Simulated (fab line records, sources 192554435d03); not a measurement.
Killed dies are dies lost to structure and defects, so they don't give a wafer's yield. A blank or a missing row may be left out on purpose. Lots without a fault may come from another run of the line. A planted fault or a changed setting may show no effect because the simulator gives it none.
Which tool did it? | flow n5_finfet | 12 lots, 36 wafers sampled, at 4 steps of a route of 1938

WHAT THE GAUGES READ, wafer by wafer
N5_BEOL_M5_INSPECT_13: inspects for defects (brightfield).
lot  | measured     | on                | raw_defect_count
L075 | day 8 11:44  | defect_inspect-02 | 331 379 390
L077 | day 8 16:39  | defect_inspect-01 | 533 264 604
L079 | day 9 06:50  | defect_inspect-02 | 610 475 514
L082 | day 9 17:10  | defect_inspect-02 | 319 382 254
L083 | day 10 00:56 | defect_inspect-01 | 309 273 309
L085 | day 10 14:47 | defect_inspect-01 | 378 304 422
L086 | day 11 08:49 | defect_inspect-02 | 374 466 358
L088 | day 11 18:17 | defect_inspect-01 | 282 349 290
L091 | day 12 07:51 | defect_inspect-01 | 503 503 524
L094 | day 12 17:45 | defect_inspect-02 | 432 581 433
L095 | day 13 00:21 | defect_inspect-01 | 442 448 416
L097 | day 14 00:59 | defect_inspect-02 | 277 451 326

WHICH TOOL RAN EACH LOT (tool, then ch and the chambers of the sampled wafers, then the start)
lot  | N5_BEOL_M4_SPUTTER_86        | N5_BEOL_M4_SPUTTER_90        | N5_BEOL_M4_CO_CAP_55
L075 | pvd_sputter-01, day 8 05:55  | pvd_sputter-01, day 8 06:22  | cvd_co-02 ch 0,1,2, day 8 07:54
L077 | pvd_sputter-01, day 8 11:50  | pvd_sputter-01, day 8 12:16  | cvd_co-02 ch 1,2, day 8 13:48
L079 | pvd_sputter-02, day 9 02:20  | pvd_sputter-02, day 9 02:46  | cvd_co-01 ch 0,2, day 9 04:19
L082 | pvd_sputter-03, day 9 12:06  | pvd_sputter-03, day 9 12:32  | cvd_co-02 ch 1,2, day 9 14:04
L083 | pvd_sputter-02, day 9 18:00  | pvd_sputter-02, day 9 18:26  | cvd_co-02 ch 0,1, day 9 20:16
L085 | pvd_sputter-01, day 10 09:57 | pvd_sputter-01, day 10 10:23 | cvd_co-02 ch 0,1, day 10 11:55
L086 | pvd_sputter-02, day 11 04:00 | pvd_sputter-02, day 11 04:26 | cvd_co-02 ch 0,1,2, day 11 06:07
L088 | pvd_sputter-02, day 11 12:57 | pvd_sputter-02, day 11 13:23 | cvd_co-02 ch 0,1, day 11 14:58
L091 | pvd_sputter-03, day 12 02:11 | pvd_sputter-03, day 12 02:37 | cvd_co-02 ch 0,1, day 12 04:25
L094 | pvd_sputter-01, day 12 12:12 | pvd_sputter-01, day 12 12:38 | cvd_co-02 ch 0,1, day 12 14:29
L095 | pvd_sputter-03, day 12 18:11 | pvd_sputter-03, day 12 18:37 | cvd_co-02 ch 0,2, day 12 20:22
L097 | pvd_sputter-03, day 13 19:56 | pvd_sputter-03, day 13 20:23 | cvd_co-02 ch 0,2, day 13 21:56
- N5_BEOL_M4_SPUTTER_86: material Cu, target thk 4.5 nm, time 8.29 s.
- N5_BEOL_M4_SPUTTER_90: material Cu, target thk 4.5 nm, time 8.29 s.
- N5_BEOL_M4_CO_CAP_55: material Co, precursor CCTBA/H2, target thk 2 nm, time 102.1 s.

THE ANSWER, worked out from the rows above alone
Rule: what is usual is taken from the lots themselves. Put in order of their means at a reading, lots are off if they are a third of the lots or fewer, leave a main group of 4 or more, and stand apart from it by a gap of 3 or more times the standard deviation of the main group's means; of several such gaps the widest counts. A main group whose means are all the same, to the digits that the tables above print for the reading, isn't used. A lot without any number at a reading at which 4 lots or more have one is off too. The other lots that the step has rows for count as sound.
No lot is off at any reading shown: from this, nothing can be told.

WHAT THE SIMULATOR HAD PUT IN
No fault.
